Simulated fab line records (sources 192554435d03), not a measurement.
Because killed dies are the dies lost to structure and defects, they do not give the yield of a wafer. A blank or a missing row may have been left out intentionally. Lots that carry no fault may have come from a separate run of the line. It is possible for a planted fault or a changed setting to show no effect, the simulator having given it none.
Comparing a struck lot with a sound one -- flow n5 finfet -- 36 out of 1938 route steps
Sound: wafers L670.2, L670.5, L670.6. Wafers struck: L660.1, L660.2, L660.4. The cause is given at the end.
Per side, at each step with rows, come the tool, then ch with its chambers, and then its first start. Under that, the readings that differ: sound wafers -- struck wafers -- difference of the means -- sigmas: that difference in standard deviations of wafers without a fault.
alike: same words and numbers on both sides, and readings whose means sit less than 2 such deviations apart. not compared: any withheld reading, any reading some wafer has no value for, any bound like >300 that may hide the same value, and any number with overlapping values for which the record gives no deviation.
A row with sigmas, a row that says differs or no value, or rows on one side alone: a step with any of these is where the two part. Numbers that have no deviation but don't overlap get no sigmas and don't part them. Lack of a reading on every wafer of one side parts them only where that side has two or more wafers.

first, 9 steps without rows for these wafers: N5_BEOL_M4_ANNEAL_95 (time 240 s); N5_BEOL_M4_SPUTTER_96 (material Cu, target thk 4.5 nm, time 8.29 s); N5_BEOL_M4_ECD_50 (material Cu, target thk 300 nm); N5_BEOL_M4_ANNEAL_51 (time 90 s); N5_BEOL_M4_CMP_52 (polishes, stops on SiOC, t overpolish 6.8 s, target thk 40 nm); N5_BEOL_M4_PRE_CLEAN_60 (time 15 s); N5_BEOL_M4_CO_CAP_55 (material Co, precursor CCTBA/H2, target thk 2 nm, time 102.1 s); N5_BEOL_M4_PRE_CLEAN_56 (time 15 s); N5_BEOL_M4_DEP_57 (deposits SiCN from 3MS/NH3, target thk 8 nm, time 14 s).
N5_BEOL_M4_RC_MEAS_101:
  sound on prober-02 ch 0, day 12 22:40; struck on prober-01 ch 0, day 10 17:25
  alike: DIBL_N, DIBL_P, IOFF_N, IOFF_P, ION_N, ION_P, SS_N, SS_P, VT_N, VT_P
then, 24 steps without rows for these wafers: N5_BEOL_M5_ILD_DEP_00 (deposits SiCOH lowk from DEMS/porogen, target thk 140.64 nm, time 25.9 s); N5_BEOL_M5_CURE_79 (cures SiCOH lowk, time 240 s); N5_BEOL_M5_PECVD_70 (deposits SiO2 from TEOS/O2, target thk 16 nm, time 18 s); N5_BEOL_M5_HM_DEP_02 (deposits TiN, target thk 20 nm); N5_BEOL_M5_COAT_59 (time 60 s, resist thk 60 nm); N5_BEOL_M5_COAT_60 (time 60 s, resist thk 12 nm); N5_BEOL_M5_COAT_71 (time 60 s, resist thk 5 nm); N5_BEOL_M5_COAT_05 (resist thk 30 nm); N5_BEOL_M5_EBR_07; N5_BEOL_M5_SOFTBAKE_06 (time 60 s); N5_BEOL_M5_EXPOSE_08 (exposes mask M5, target cd 28 nm); N5_BEOL_M5_PEB_09 (peb time 60 s); N5_BEOL_M5_DEVELOP_10 (develop time 30 s); N5_BEOL_M5_DESCUM_16 (chemistry O2, time 7 s); N5_BEOL_M5_ETCH_72 (etches underlayer in N2/H2, target depth 6.5 nm, time 5.2 s); N5_BEOL_M5_ETCH_61 (etches SiARC in CF4, target depth 15.6 nm, time 26 s); N5_BEOL_M5_ETCH_62 (etches SOC in N2/H2, target depth 75 nm, overetch 15 nm, time 112.5 s); N5_BEOL_M5_STRIP_63 (strips in N2/H2); N5_BEOL_M5_STRIP_73 (strips in N2/H2); N5_BEOL_M5_STRIP_64 (strips in CF4); N5_BEOL_M5_HM_OPEN_17 (chemistry Cl2/BCl3, target TiN, target depth 20 nm, overetch 6 nm); N5_BEOL_M5_STRIP_19 (strips in O2); N5_BEOL_M5_COAT_65 (time 60 s, resist thk 60 nm); N5_BEOL_M5_COAT_66 (time 60 s, resist thk 12 nm).
-- the record jumps here: 2 days lie between the struck wafers' starts before and after (it left off in module BEOL_M5 and takes up again in module BEOL_M10, whose first step shown is number 1513 of the route) --
N5_BEOL_M10_ETCH_41: etches SiCN in CH3F/O2, target depth 42.6 nm, time 86 s.
  sound on rie diel-03 ch 1,2, day 15 01:25; struck on rie diel-04 ch 0,2,3, day 12 20:35
  no value came back on the struck wafers for any of 7 readings (CH3F_flow_sccm (sccm), O2_flow_sccm (sccm) and others); on the sound wafers CH3F_flow_sccm (sccm) reads 30.02 30.11 30.10
  not compared: rf hours counter h
-- here the record skips 2 days between the struck wafers' starts before and after, leaving off in module BEOL_M10 and picking up in module PASSIVATION (first step shown: number 1936 of the route) --
N5_PASSIVATION_PROBE_49:
  the record has rows for the struck wafers here (prober-01, day 14 22:03) and none for the sound ones

== WHERE THEY PART ==
At N5_BEOL_M10_ETCH_41 first; at N5_PASSIVATION_PROBE_49 last (within this record only).

WHY: whatever the simulator had introduced
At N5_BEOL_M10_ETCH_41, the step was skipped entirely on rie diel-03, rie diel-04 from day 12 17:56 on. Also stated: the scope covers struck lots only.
